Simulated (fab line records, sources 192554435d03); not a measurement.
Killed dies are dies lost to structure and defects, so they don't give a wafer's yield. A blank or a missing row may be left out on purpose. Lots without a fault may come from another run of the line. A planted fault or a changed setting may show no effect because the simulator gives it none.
One fault seen from 3 desks | flow n5_finfet | each desk has only its own numbers; what lay behind them comes last

THE METROLOGY DESK
What the gauges read, lot by lot, whatever tool the lot ran on: means of the sampled wafers that have a number. A lot is out of limits, marked OUT, if its mean lies more than 4 standard deviations from the usual mean; the brackets give that distance. Of its 12 readings 7 are shown: those that lie furthest out on some lot.
Columns: A = DIBL_N at N5_BEOL_M4_RC_MEAS_101, usual 36.5 mV/V; B = IOFF_N at N5_BEOL_M4_RC_MEAS_101, usual 0.162 nA/um; C = IOFF_P at N5_BEOL_M4_RC_MEAS_101, usual 0.221 nA/um; D = ION_N at N5_BEOL_M4_RC_MEAS_101, usual 678 uA/um; E = ION_P at N5_BEOL_M4_RC_MEAS_101, usual 466 uA/um; F = VT_N at N5_BEOL_M4_RC_MEAS_101, usual 249.2 mV; G = VT_P at N5_BEOL_M4_RC_MEAS_101, usual -249 mV
lot  | first seen here | A    | B     | C     | D   | E   | F     | G
L504 | day 8 00:44     | 37.5 | 0.161 | 0.212 | 680 | 467 | 248.8 | -250
L508 | day 10 15:01    | 36.6 | 0.185 | 0.227 | 679 | 462 | 246.9 | -249
L510 | day 10 23:29    | 34.1 | 0.129 | 0.173 | 669 | 461 | 253.5 | -255
L516 | day 12 19:55    | 36.5 | 0.165 | 0.243 | 680 | 467 | 247.2 | -245
L523 | day 14 00:21    | 37.7 | 0.202 | 0.276 | 692 | 477 | 246.2 | -245
L526 | day 15 15:32    | 35.3 | 0.168 | 0.240 | 691 | 474 | 247.6 | -245
This desk's finding: nothing out of limits on any of the 6 lots.

THE DEFECT DESK
What the inspections along the route counted, lot by lot: means of the sampled wafers that have a number. A lot is out of limits, marked OUT, if its mean lies more than 4 standard deviations from the usual mean; the brackets give that distance.
Columns: A = raw_defect_count at N5_BEOL_M4_INSPECT_30, usual 409
lot  | first seen here | A
L504 | day 8 00:50     | 413
L508 | day 10 15:06    | 403
L510 | day 10 23:34    | 476
L516 | day 12 20:01    | 298
L523 | day 14 00:26    | 379
L526 | day 15 15:38    | 378
This desk's finding: nothing out of limits on any of the 6 lots.

THE TOOL OWNER'S DESK: rie_diel-04
The tool's own readings at N5_BEOL_M4_DESCUM_33 (chemistry O2, time 7 s): means of the sampled wafers that have a number, for each lot that ran on this tool. A lot is out of limits, marked OUT, if its mean lies more than 4 standard deviations from the usual mean; the brackets give that distance.
Columns: A = drypump_motor_current_A at N5_BEOL_M4_DESCUM_33, usual 5.8 A; B = oes_product_au at N5_BEOL_M4_DESCUM_33, usual 0.78 a.u.; C = rf_vpp_V at N5_BEOL_M4_DESCUM_33, usual 243.7 V; D = showerhead_plenum_p_Torr at N5_BEOL_M4_DESCUM_33, usual 2.13 Torr; E = throttle_valve_pct at N5_BEOL_M4_DESCUM_33, usual 20.47 %
lot  | first seen here | A   | B    | C     | D    | E
L504 | day 8 00:54     | 6.1 | 0.80 | 244.3 | 2.19 | 20.48
L508 | day 10 15:25    | 6.4 | 0.86 | 246.0 | 2.20 | 20.28
L510 | day 10 23:37    | 5.7 | 0.75 | 244.7 | 2.14 | 20.44
L516 | day 12 20:03    | 5.3 | 0.73 | 242.6 | 2.12 | 20.57
This desk's finding: nothing out of limits on any of the 4 lots.

PUT TOGETHER
The metrology desk saw nothing out of limits.
The defect desk saw nothing out of limits.
The tool owner's desk saw nothing out of limits.

WHAT THE SIMULATOR HAD PUT IN
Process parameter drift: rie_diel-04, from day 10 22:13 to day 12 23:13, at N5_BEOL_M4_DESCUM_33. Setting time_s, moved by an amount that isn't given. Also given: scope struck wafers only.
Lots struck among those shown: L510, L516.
